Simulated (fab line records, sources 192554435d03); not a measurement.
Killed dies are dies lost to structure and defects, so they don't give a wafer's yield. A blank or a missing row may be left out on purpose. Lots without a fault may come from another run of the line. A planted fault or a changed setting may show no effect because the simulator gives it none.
Chamber matching | flow n5_finfet | N5_BEOL_M0_SAQP_STRIP_108 on rie_diel-03: 4 sister chambers
The step strips in N2/H2. 8 wafers are shown with their chamber, then 12 later ones without.

WAFERS WITH THEIR CHAMBER
wafer  | chamber | throttle_valve_pct (%) | showerhead_plenum_p_Torr (Torr)
L087.4 | 0       | 18.8                   | 3.36
L087.5 | 1       | 18.9                   | 3.19
L089.1 | 1       | 19.0                   | 3.19
L089.2 | 3       | 19.3                   | 3.57
L089.3 | 0       | 18.8                   | 3.35
L089.4 | 2       | 18.5                   | 3.40
L089.5 | 3       | 19.3                   | 3.57
L089.6 | 2       | 18.5                   | 3.40

WAFERS WITHOUT THEIR CHAMBER
wafer  | throttle_valve_pct (%) | showerhead_plenum_p_Torr (Torr)
L091.3 | 19.3                   | 3.57
L091.4 | 18.5                   | 3.40
L091.6 | 18.5                   | 3.40
L093.1 | 19.0                   | 3.18
L093.4 | 18.5                   | 3.39
L093.6 | 19.0                   | 3.18
L097.1 | 19.3                   | 3.57
L097.2 | 18.8                   | 3.35
L097.3 | 19.0                   | 3.18
L097.4 | 18.5                   | 3.39
L097.5 | 19.3                   | 3.57
L097.6 | 18.5                   | 3.39

WHICH CHAMBER EACH WENT THROUGH
wafer  | from the rows above | in truth
L091.3 | 3                   | 3
L091.4 | 2                   | 2
L091.6 | 2                   | 2
L093.1 | 1                   | 1
L093.4 | 2                   | 2
L093.6 | 1                   | 1
L097.1 | 3                   | 3
L097.2 | 0                   | 0
L097.3 | 1                   | 1
L097.4 | 2                   | 2
L097.5 | 3                   | 3
L097.6 | 2                   | 2
Placed correctly: 12 of 12. Can't be placed from these rows: 0. Placed wrongly: 0.
How it was worked out, from the rows above alone: a wafer's distance from a chamber is the root of the sum, over the readings, of the square of ((its reading less the chamber's mean) divided by the reading's scatter). The wafer belongs to the nearest chamber; if the next one is less than 2 further off, it can't be placed. A chamber's mean is the mean of its shown wafers. The scatter: the root of (the sum of the squares of (reading less its chamber's mean) over the shown wafers, divided by (wafers less chambers)).
